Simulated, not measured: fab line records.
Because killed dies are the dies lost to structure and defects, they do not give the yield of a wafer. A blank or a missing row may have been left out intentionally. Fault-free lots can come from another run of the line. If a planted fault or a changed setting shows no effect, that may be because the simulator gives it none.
Which tool did it? / flow n5Finfet / Sampling: 12 lots, 33 wafers, 4 of 1938 route steps

WHAT THE GAUGES SHOWED, per wafer
N5_BEOL_M7_CD_MEAS_11: the cd target is 38.5 nm.
lot=L991; measured=day 8 19:16; on=cdSem-02; cdNm (nm)=38.8 38.2 39.1
lot=L992; measured=day 9 01:34; on=cdSem-01; cdNm (nm)=38.1 37.2
lot=L993; measured=day 9 02:59; on=cdSem-03; cdNm (nm)=39.9 39.9
lot=L994; measured=day 9 12:29; on=cdSem-02; cdNm (nm)=40.0 39.8
lot=L996; measured=day 10 02:02; on=cdSem-01; cdNm (nm)=40.2 39.2 40.3
lot=L997; measured=day 10 08:13; on=cdSem-01; cdNm (nm)=38.0 37.7 38.0
lot=L107; measured=day 12 19:06; on=cdSem-03; cdNm (nm)=38.9 37.8 38.4
lot=L109; measured=day 13 07:05; on=cdSem-03; cdNm (nm)=39.6 39.4 39.2
lot=L111; measured=day 14 02:08; on=cdSem-03; cdNm (nm)=39.1 39.9 39.2
lot=L112; measured=day 14 05:35; on=cdSem-01; cdNm (nm)=40.8 40.2 40.1
lot=L113; measured=day 14 17:33; on=cdSem-03; cdNm (nm)=39.5 39.5 38.9
lot=L114; measured=day 14 20:23; on=cdSem-03; cdNm (nm)=38.0 38.1 37.3

TOOL THAT RAN EACH LOT (tool first, then ch and the chambers of the sampled wafers, then the start)
lot=L991; N5_BEOL_M6_TRENCH_ETCH_37=rieDiel-04 ch 1,3, day 8 17:18 or earlier; N5_BEOL_M6_DEP_56=pecvd-01 ch 0,1,2, day 8 17:18; N5_BEOL_M7_COAT_05=lithoTrack-02 ch 0, day 8 18:53
lot=L992; N5_BEOL_M6_TRENCH_ETCH_37=rieDiel-05 ch 0,2, day 8 22:52 or earlier; N5_BEOL_M6_DEP_56=pecvd-02 ch 0,2, day 8 22:52; N5_BEOL_M7_COAT_05=lithoTrack-03 ch 0, day 9 01:20
lot=L993; N5_BEOL_M6_TRENCH_ETCH_37=rieDiel-04 ch 0,3, day 9 01:30 or earlier; N5_BEOL_M6_DEP_56=pecvd-03 ch 1,2, day 9 01:30; N5_BEOL_M7_COAT_05=lithoTrack-02 ch 0, day 9 02:44
lot=L994; N5_BEOL_M6_TRENCH_ETCH_37=rieDiel-05 ch 2,3, day 9 09:47 or earlier; N5_BEOL_M6_DEP_56=pecvd-03 ch 0,1, day 9 09:47; N5_BEOL_M7_COAT_05=lithoTrack-02 ch 0, day 9 12:07
lot=L996; N5_BEOL_M6_TRENCH_ETCH_37=rieDiel-06 ch 0,1,2, day 10 00:37 or earlier; N5_BEOL_M6_DEP_56=pecvd-03 ch 0,1,2, day 10 00:37; N5_BEOL_M7_COAT_05=lithoTrack-02 ch 0, day 10 01:40
lot=L997; N5_BEOL_M6_TRENCH_ETCH_37=rieDiel-05 ch 0,1,3, day 10 05:30 or earlier; N5_BEOL_M6_DEP_56=pecvd-02 ch 1,2, day 10 05:30; N5_BEOL_M7_COAT_05=lithoTrack-02 ch 0, day 10 07:59
lot=L107; N5_BEOL_M6_TRENCH_ETCH_37=rieDiel-04 ch 1,2, day 12 16:26 or earlier; N5_BEOL_M6_DEP_56=pecvd-02 ch 0,1,2, day 12 16:26; N5_BEOL_M7_COAT_05=lithoTrack-04 ch 0, day 12 18:51
lot=L109; N5_BEOL_M6_TRENCH_ETCH_37=rieDiel-05 ch 0,1,3, day 13 04:47 or earlier; N5_BEOL_M6_DEP_56=pecvd-02 ch 0,1,2, day 13 04:47; N5_BEOL_M7_COAT_05=lithoTrack-03 ch 0, day 13 06:44
lot=L111; N5_BEOL_M6_TRENCH_ETCH_37=rieDiel-06 ch 1,3, day 13 22:19 or earlier; N5_BEOL_M6_DEP_56=pecvd-03 ch 0,1,2, day 13 22:19; N5_BEOL_M7_COAT_05=lithoTrack-02 ch 0, day 14 01:46
lot=L112; N5_BEOL_M6_TRENCH_ETCH_37=rieDiel-04 ch 1,2, day 14 03:20 or earlier; N5_BEOL_M6_DEP_56=pecvd-03 ch 0,1,2, day 14 03:20; N5_BEOL_M7_COAT_05=lithoTrack-04 ch 0, day 14 05:20
lot=L113; N5_BEOL_M6_TRENCH_ETCH_37=rieDiel-05 ch 0,2, day 14 15:50 or earlier; N5_BEOL_M6_DEP_56=pecvd-02 ch 0,1, day 14 15:50; N5_BEOL_M7_COAT_05=lithoTrack-02 ch 0, day 14 17:19
lot=L114; N5_BEOL_M6_TRENCH_ETCH_37=rieDiel-05 ch 0,2, day 14 18:23 or earlier; N5_BEOL_M6_DEP_56=pecvd-01 ch 0,1,2, day 14 18:23; N5_BEOL_M7_COAT_05=lithoTrack-04 ch 0, day 14 20:02
- N5_BEOL_M6_TRENCH_ETCH_37: etches SiCOH lowk in C4F6/O2, target depth 94.435 nm, time 31.5 s.
- N5_BEOL_M6_DEP_56: deposits SiCN from 3MS/NH3, target thk 10 nm, time 17.5 s.
- N5_BEOL_M7_COAT_05: resist thk 90 nm.

AS READ BY THE TOOLS THEMSELVES (means over the sampled wafers that have a number; for cases with no such wafer, the mark the record gives instead)
N5_BEOL_M6_TRENCH_ETCH_37.
lot=L991; tool=rieDiel-04; O2_flow_sccm (sccm)=10.012; drypumpMotorCurrentA (A)=5.2; oesProductAu (a.u.)=0.78; rfVppV (V)=652; showerheadPlenumPTorr (Torr)=2.89; throttleValvePct (%)=21.14
lot=L992; tool=rieDiel-05; O2_flow_sccm (sccm)=9.976; drypumpMotorCurrentA (A)=6.2; oesProductAu (a.u.)=0.78; rfVppV (V)=648; showerheadPlenumPTorr (Torr)=2.97; throttleValvePct (%)=20.83
lot=L993; tool=rieDiel-04; O2_flow_sccm (sccm)=9.986; drypumpMotorCurrentA (A)=5.7; oesProductAu (a.u.)=0.94; rfVppV (V)=655; showerheadPlenumPTorr (Torr)=2.80; throttleValvePct (%)=20.73
lot=L994; tool=rieDiel-05; O2_flow_sccm (sccm)=9.991; drypumpMotorCurrentA (A)=6.0; oesProductAu (a.u.)=0.85; rfVppV (V)=620; showerheadPlenumPTorr (Torr)=3.00; throttleValvePct (%)=20.77
lot=L996; tool=rieDiel-06; O2_flow_sccm (sccm)=9.986; drypumpMotorCurrentA (A)=5.9; oesProductAu (a.u.)=0.73; rfVppV (V)=691; showerheadPlenumPTorr (Torr)=2.88; throttleValvePct (%)=20.76
lot=L997; tool=rieDiel-05; O2_flow_sccm (sccm)=10.007; drypumpMotorCurrentA (A)=5.6; oesProductAu (a.u.)=0.87; rfVppV (V)=662; showerheadPlenumPTorr (Torr)=2.94; throttleValvePct (%)=20.67
lot=L107; tool=rieDiel-04; O2_flow_sccm (sccm)=10.008; drypumpMotorCurrentA (A)=5.0; oesProductAu (a.u.)=0.95; rfVppV (V)=658; showerheadPlenumPTorr (Torr)=2.91; throttleValvePct (%)=20.98
lot=L109; tool=rieDiel-05; O2_flow_sccm (sccm)=10.019; drypumpMotorCurrentA (A)=5.6; oesProductAu (a.u.)=0.82; rfVppV (V)=662; showerheadPlenumPTorr (Torr)=2.93; throttleValvePct (%)=20.71
lot=L111; tool=rieDiel-06; O2_flow_sccm (sccm)=10.017; drypumpMotorCurrentA (A)=6.0; oesProductAu (a.u.)=0.87; rfVppV (V)=692; showerheadPlenumPTorr (Torr)=2.82; throttleValvePct (%)=20.87
lot=L112; tool=rieDiel-04; O2_flow_sccm (sccm)=10.009; drypumpMotorCurrentA (A)=5.0; oesProductAu (a.u.)=0.92; rfVppV (V)=659; showerheadPlenumPTorr (Torr)=2.90; throttleValvePct (%)=21.00
lot=L113; tool=rieDiel-05; O2_flow_sccm (sccm)=10.023; drypumpMotorCurrentA (A)=6.3; oesProductAu (a.u.)=0.75; rfVppV (V)=637; showerheadPlenumPTorr (Torr)=2.96; throttleValvePct (%)=20.94
lot=L114; tool=rieDiel-05; O2_flow_sccm (sccm)=10.020; drypumpMotorCurrentA (A)=6.3; oesProductAu (a.u.)=0.74; rfVppV (V)=637; showerheadPlenumPTorr (Torr)=2.96; throttleValvePct (%)=20.94

N5_BEOL_M6_DEP_56.
lot=L991; tool=pecvd-01; showerheadPlenumPTorr (Torr)=3.663; throttleValvePct (%)=9.0
lot=L992; tool=pecvd-02; showerheadPlenumPTorr (Torr)=3.665; throttleValvePct (%)=9.2
lot=L993; tool=pecvd-03; showerheadPlenumPTorr (Torr)=3.647; throttleValvePct (%)=8.7
lot=L994; tool=pecvd-03; showerheadPlenumPTorr (Torr)=3.659; throttleValvePct (%)=9.0
lot=L996; tool=pecvd-03; showerheadPlenumPTorr (Torr)=3.657; throttleValvePct (%)=9.0
lot=L997; tool=pecvd-02; showerheadPlenumPTorr (Torr)=3.676; throttleValvePct (%)=9.1
lot=L107; tool=pecvd-02; showerheadPlenumPTorr (Torr)=3.673; throttleValvePct (%)=9.3
lot=L109; tool=pecvd-02; showerheadPlenumPTorr (Torr)=3.669; throttleValvePct (%)=9.2
lot=L111; tool=pecvd-03; showerheadPlenumPTorr (Torr)=3.655; throttleValvePct (%)=8.9
lot=L112; tool=pecvd-03; showerheadPlenumPTorr (Torr)=3.661; throttleValvePct (%)=8.9
lot=L113; tool=pecvd-02; showerheadPlenumPTorr (Torr)=3.671; throttleValvePct (%)=9.3
lot=L114; tool=pecvd-01; showerheadPlenumPTorr (Torr)=3.668; throttleValvePct (%)=8.8

N5_BEOL_M7_COAT_05.
lot=L991; tool=lithoTrack-02; spinSpeedRpm (rpm)=1499.2
lot=L992; tool=lithoTrack-03; spinSpeedRpm (rpm)=1500.6
lot=L993; tool=lithoTrack-02; spinSpeedRpm (rpm)=1500.2
lot=L994; tool=lithoTrack-02; spinSpeedRpm (rpm)=1500.1
lot=L996; tool=lithoTrack-02; spinSpeedRpm (rpm)=1379.4
lot=L997; tool=lithoTrack-02; spinSpeedRpm (rpm)=1380.2
lot=L107; tool=lithoTrack-04; spinSpeedRpm (rpm)=1499.1
lot=L109; tool=lithoTrack-03; spinSpeedRpm (rpm)=1499.8
lot=L111; tool=lithoTrack-02; spinSpeedRpm (rpm)=1500.6
lot=L112; tool=lithoTrack-04; spinSpeedRpm (rpm)=1500.1
lot=L113; tool=lithoTrack-02; spinSpeedRpm (rpm)=1500.2
lot=L114; tool=lithoTrack-04; spinSpeedRpm (rpm)=1500.8

THE ANSWER, worked out from the rows above alone
Rule: the usual values come from the lots themselves. Put in order of their means at a reading, lots are off if they are a third of the lots or fewer, leave a main group of 4 or more, and stand apart from it by a gap of 3 or more times the standard deviation of the main group's means; of several such gaps the widest counts. A main group is skipped when, at the precision printed for the reading in the tables above, its means are all equal. A lot without any number at a reading at which 4 lots or more have one is off too. All remaining lots with rows at the step are treated as sound. The gauges are gone through in route order, then the tools' own readings, and for those a lot's mean is taken as printed above. At the first step where some lot is off, the reading lying furthest off is the one used; lots without a number count as furthest.
Off: L996, L997 (N5_BEOL_M7_COAT_05, spinSpeedRpm). The main group: mean 1500.1 rpm, standard deviation 0.54.
If a tool, at that step or one of the process steps before it, ran each lot that is off and ran no sound lot following the first of them, it fits. With no start given for some of its lots, N5_BEOL_M6_TRENCH_ETCH_37 uses the hours and lot order of N5_BEOL_M6_DEP_56. Not one of the candidates tried fits.

WHAT THE SIMULATOR HAD INSERTED
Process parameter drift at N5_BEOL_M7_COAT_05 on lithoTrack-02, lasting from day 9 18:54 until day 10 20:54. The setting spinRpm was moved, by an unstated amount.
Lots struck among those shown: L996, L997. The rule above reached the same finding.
